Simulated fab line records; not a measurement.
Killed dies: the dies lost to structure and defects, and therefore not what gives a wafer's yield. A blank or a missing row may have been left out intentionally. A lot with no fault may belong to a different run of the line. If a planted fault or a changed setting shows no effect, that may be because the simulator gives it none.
fab line records | flow nandHarc
record lots=5 | wafers=13 | lastDay=24
route steps=1159 shown P_CONTACT@248 P_M0@253
lots that met no fault: from a run of the same line without faults
startH: the number of hours between the record's first day and the start of the first shown wafer of the lot | waitH: how many hours have passed since the lot's step before this one | " unchanged from the row above | L1.1+2: a row that stands for several wafers | - value missing, or start not given | * or withheld: withheld | < > ~ a bound
route shown NAME@n: NAME is a module with steps in the file, n the number in the route of the first one | usual: mean and standard deviation over wafers with no fault | same: alike in all rows | chamber/n: place in a boat | sites: per-site readings | _std_site: the values' standard deviation | _edge_site: mean of outer sites minus mean of inner sites | radiusMm: how far each site lies from the wafer's centre | mask NAME#n: copy n | behind: the most recent tool/chamber to have shaped the wafer | hold: reason for holding the lot/hours on hold/outcome of the hold | device: the n, p or np transistor that did not switch | end of line: the same wafers' tests at the end of the route | where a step has no rows: the recipe by itself | killed: not the wafer's yield, but the dies lost to structure and defects at the first sort | map: shows each die of a wafer: x if killed, . if not, _ if none is there
set.NAME: the setting that was run; set.NAME@STEP: the one run at that earlier step | model.NAME: the simulator's own value behind a step, which no gauge read
lots seen at some steps along the route; tables by step, rows by wafer
services: a tool's chamber out of use, with start hour (startH, from the record's first day; less than 0 if before it), hours out, and reason
## steps
# step NHARC_P_CONTACT_CVD_23
# recipe targetThkA=2000 | tempC=300 | pressureTorr=40 | wf6FlowSccm=40 | h2FlowSccm=1600 | arFlowSccm=1560 | timeS=557 | material=W
# usual heaterPowerW=511/41 | susceptorTempC=299.99/0.21 | throttleValvePct=8.1/0.37
lot.wafer | tool    | chamber | startH | waitH | heaterPowerW | susceptorTempC | throttleValvePct
L680.3    | cvdW-02 | 0       | -      | -     | 436          | -              | 8.5
L680.4    | "       | 1       | "      | "     | 491          | -              | 8.6
L680.6    | "       | 1       | "      | "     | 488          | -              | 8.7
L685.4    | cvdW-01 | 1       | -      | -     | 554          | -              | 7.6
L689.2    | cvdW-01 | 0       | -      | -     | 523          | 299.69         | 8.1
L689.5    | "       | 0       | "      | "     | 530          | 299.59         | 8.1
L689.6    | "       | 1       | "      | "     | 541          | 300.02         | 7.7
L691.1    | cvdW-01 | 0       | -      | -     | 534          | 299.73         | 8.1
L691.2    | "       | 0       | "      | "     | 542          | 299.85         | 8.3
L691.5    | "       | 0       | "      | "     | 538          | 299.88         | 8.3
L695.1    | cvdW-01 | 1       | -      | -     | 566          | 300.28         | 7.5
L695.3    | "       | 1       | "      | "     | 551          | 300.38         | 7.8
L695.5    | "       | 1       | "      | "     | 553          | 300.30         | 7.6
# step NHARC_P_CONTACT_CMP_24
# recipe tOverpolishS=30 | targetThkNm=200
# usual motorCurrentA=12.0/1.3 | overpolishRunS=30.000/0.0092 | timeToEndpointS=39.7/2.7
lot.wafer | tool   | chamber | startH | waitH | motorCurrentA | overpolishRunS | timeToEndpointS
L680.3    | cmp-04 | 0       | 165.76 | 0.4   | 10.3          | 30.008         | 41.5
L680.4    | "      | 1       | "      | "     | 13.0          | 30.007         | 37.3
L680.6    | "      | 3       | "      | "     | 12.9          | 29.999         | 39.1
L685.4    | cmp-02 | 1       | 192.25 | 0.4   | 13.5          | 29.989         | 39.1
L689.2    | cmp-02 | 2       | 222.37 | 0.6   | 12.2          | 30.000         | 34.0
L689.5    | "      | 2       | "      | "     | 12.0          | 29.987         | 38.1
L689.6    | "      | 3       | "      | "     | 11.1          | 29.995         | 40.7
L691.1    | cmp-03 | 1       | 231.70 | 1.0   | 11.5          | 29.986         | 40.2
L691.2    | "      | 2       | "      | "     | 13.1          | 30.008         | 42.1
L691.5    | "      | 0       | "      | "     | 11.8          | 29.985         | 40.2
L695.3    | cmp-03 | 3       | 246.20 | 0.4   | 11.8          | 29.995         | 35.4
L695.1    | "      | 1       | "      | "     | 11.3          | 30.010         | 40.2
L695.5    | "      | 2       | "      | "     | 12.5          | 29.991         | 42.2
# step NHARC_P_CONTACT_SRD_26
# step NHARC_P_CONTACT_INSPECT_27
# usual rawDefectCount=277/89
lot.wafer | tool             | chamber | startH | waitH | rawDefectCount
L680.3    | defectInspect-02 | -       | 166.13 | 0.1   | 397
L680.4    | "                | -       | "      | "     | 357
L680.6    | "                | -       | "      | "     | 325
L685.4    | defectInspect-02 | -       | 192.58 | 0.1   | 249
L689.2    | defectInspect-02 | -       | 222.78 | 0.1   | 212
L689.5    | "                | -       | "      | "     | 331
L689.6    | "                | -       | "      | "     | 423
L691.1    | defectInspect-01 | -       | 232.08 | 0.1   | 350
L691.2    | "                | -       | "      | "     | 217
L691.5    | "                | -       | "      | "     | 293
L695.1    | defectInspect-01 | -       | 246.58 | 0.1   | 483
L695.3    | "                | -       | "      | "     | 316
L695.5    | "                | -       | "      | "     | 398
# step NHARC_P_M0_DEP_00
# recipe targetThkA=1500 | targetThkNm=150 | tempC=withheld | pressureTorr=5 | flowSccm=200 | rfW=600 | material=SiOC
# step NHARC_P_M0_DEHYDRATE_01
# recipe tempC=150 | timeS=120
# step NHARC_P_M0_HMDS_02
# recipe timeS=30
# step NHARC_P_M0_COAT_33
# recipe tempC=200 | timeS=65
# step NHARC_P_M0_COAT_03
# recipe spinRpm=1500 | resistThkNm=90
# step NHARC_P_M0_SOFTBAKE_04
# recipe tempC=105 | timeS=55
# step NHARC_P_M0_EBR_05
# step NHARC_P_M0_EXPOSE_06
# recipe na=1.35 | targetCdNm=90 | doseMj=81.28 | maskId=P_M0
# usual reticleTempC=22.99/0.11
lot.wafer | tool           | chamber | startH | waitH | mask   | reticleTempC
L680.3    | arfiScanner-01 | 0       | 166.90 | -     | P_M0#0 | 22.98
L680.4    | "              | 0       | "      | "     | P_M0#0 | 22.84
L680.6    | "              | 0       | "      | "     | P_M0#0 | 22.95
L685.4    | arfiScanner-03 | 0       | 193.35 | -     | P_M0#0 | 22.94
L689.2    | arfiScanner-02 | 0       | 223.58 | -     | P_M0#0 | 23.14
L689.5    | "              | 0       | "      | "     | P_M0#0 | 23.19
L689.6    | "              | 0       | "      | "     | P_M0#0 | 23.00
L691.1    | arfiScanner-02 | 0       | 232.85 | -     | P_M0#0 | 23.19
L691.2    | "              | 0       | "      | "     | P_M0#0 | 23.13
L691.5    | "              | 0       | "      | "     | P_M0#0 | 23.12
L695.1    | arfiScanner-03 | 0       | 247.35 | -     | P_M0#0 | 23.03
L695.3    | "              | 0       | "      | "     | P_M0#0 | 22.89
L695.5    | "              | 0       | "      | "     | P_M0#0 | 22.99
# step NHARC_P_M0_PEB_07
# recipe pebTempC=100 | pebTimeS=65
# step NHARC_P_M0_DEVELOP_08
# recipe developTimeS=35 | devTempC=23
# step NHARC_P_M0_CD_MEAS_09
# recipe targetCdNm=90 | landingEnergyEv=500
# usual cdNm=90.3/0.72
lot.wafer | tool     | chamber | startH | waitH | hold                    | cdNm
L680.3    | cdSem-03 | 0       | 167.04 | -     | -                       | 89.2
L680.4    | "        | 0       | "      | "     | -                       | 90.5
L680.6    | "        | 0       | "      | "     | -                       | 90.6
L685.4    | cdSem-02 | 0       | 193.49 | -     | awaitDispo/0.2h/release | 90.4
L685.4    | cdSem-02 | 0       | -      | -     | -                       | 90.2
L689.2    | cdSem-03 | 0       | 223.72 | -     | -                       | 91.4
L689.5    | "        | 0       | "      | "     | -                       | 91.6
L689.6    | "        | 0       | "      | "     | -                       | 91.2
L691.1    | cdSem-02 | 0       | 232.99 | -     | -                       | 90.7
L691.2    | "        | 0       | "      | "     | -                       | 90.1
L691.5    | "        | 0       | "      | "     | -                       | 90.2
L695.1    | cdSem-01 | 0       | 247.50 | -     | -                       | 88.7
L695.3    | "        | 0       | "      | "     | -                       | 89.7
L695.5    | "        | 0       | "      | "     | -                       | 90.0
# step NHARC_P_M0_OVL_MEAS_10
# recipe pitchNm=180
# usual overlayXNm=-0.2/0.89 | overlayYNm=0.0/0.95
lot.wafer | tool       | chamber | startH | waitH | hold                    | overlayXNm | overlayYNm
L680.3    | overlay-01 | -       | 167.12 | -     | -                       | -0.3       | 0.8
L680.4    | "          | -       | "      | "     | -                       | -0.3       | 0.9
L680.6    | "          | -       | "      | "     | -                       | 0.0        | 1.2
L685.4    | overlay-02 | -       | 194.40 | -     | awaitDispo/0.7h/release | -2.1       | -1.0
L689.2    | overlay-01 | -       | 223.80 | -     | -                       | -0.7       | 0.3
L689.5    | "          | -       | "      | "     | -                       | -0.6       | 0.1
L689.6    | "          | -       | "      | "     | -                       | -0.7       | -0.1
L691.1    | overlay-01 | -       | 233.08 | -     | -                       | 0.1        | 1.6
L691.2    | "          | -       | "      | "     | -                       | -0.1       | 1.8
L691.5    | "          | -       | "      | "     | -                       | 0.0        | 1.7
L695.1    | overlay-01 | -       | 247.59 | -     | -                       | -0.2       | 0.5
L695.3    | "          | -       | "      | "     | -                       | -0.5       | -0.3
L695.5    | "          | -       | "      | "     | -                       | -0.7       | 0.1
## services
tool           | chamber | startH | hours | kind
arfiScanner-03 | -       | 144.20 | 0.5   | repair
arfiScanner-01 | -       | 144.80 | 0.5   | repair
cmp-03         | -       | 158.41 | 4.0   | pm
cmp-03         | -       | 162.41 | -     | consumableReplace:conditioner
cmp-03         | -       | 162.41 | -     | consumableReplace:pad
cmp-02         | -       | 176.60 | 2.6   | repair
arfiScanner-03 | 0       | 176.70 | -     | calibration
arfiScanner-02 | 0       | 184.42 | -     | calibration
arfiScanner-03 | -       | 186.73 | 2.8   | repair
cmp-04         | -       | 187.84 | 0.7   | repair
arfiScanner-01 | -       | 196.00 | 4.0   | pm
cvdW-02        | -       | 196.84 | 13.0  | pm
cvdW-02        | 0       | 196.84 | 13.0  | ventCycle
cvdW-02        | 1       | 196.84 | 13.0  | ventCycle
cmp-04         | -       | 196.91 | 1.4   | repair
cmp-04         | -       | 200.36 | 0.8   | repair
cmp-04         | -       | 203.10 | 4.0   | pm
arfiScanner-02 | -       | 207.77 | 0.4   | repair
cmp-04         | -       | 222.65 | 1.7   | repair
cvdW-01        | 1       | 229.96 | 9.4   | repair
cmp-02         | -       | 231.55 | 4.0   | pm
cmp-02         | -       | 235.55 | -     | consumableReplace:conditioner
cmp-02         | -       | 235.55 | -     | consumableReplace:pad
arfiScanner-03 | -       | 243.07 | 0.3   | repair
## key
firstSign step=NHARC_P_M0_CD_MEAS_09 | reading=visit | direction=added
effect none on later readings
metAt NHARC_P_M0_EXPOSE_06
struckWafers L685.4
sortLeftOut L685.4
fault kind=processParameterDrift | tool=arfiScanner-03 | chamber=- | onsetH=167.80 | steps=NHARC_P_M0_EXPOSE_06 | channel=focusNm | offset=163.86 | shape=step | endH=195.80 | scope=struckWafersOnly
# sortLeftOut: the simulated sort isn't trusted on such a fault, so these wafers' sort isn't shown, and their yield isn't known
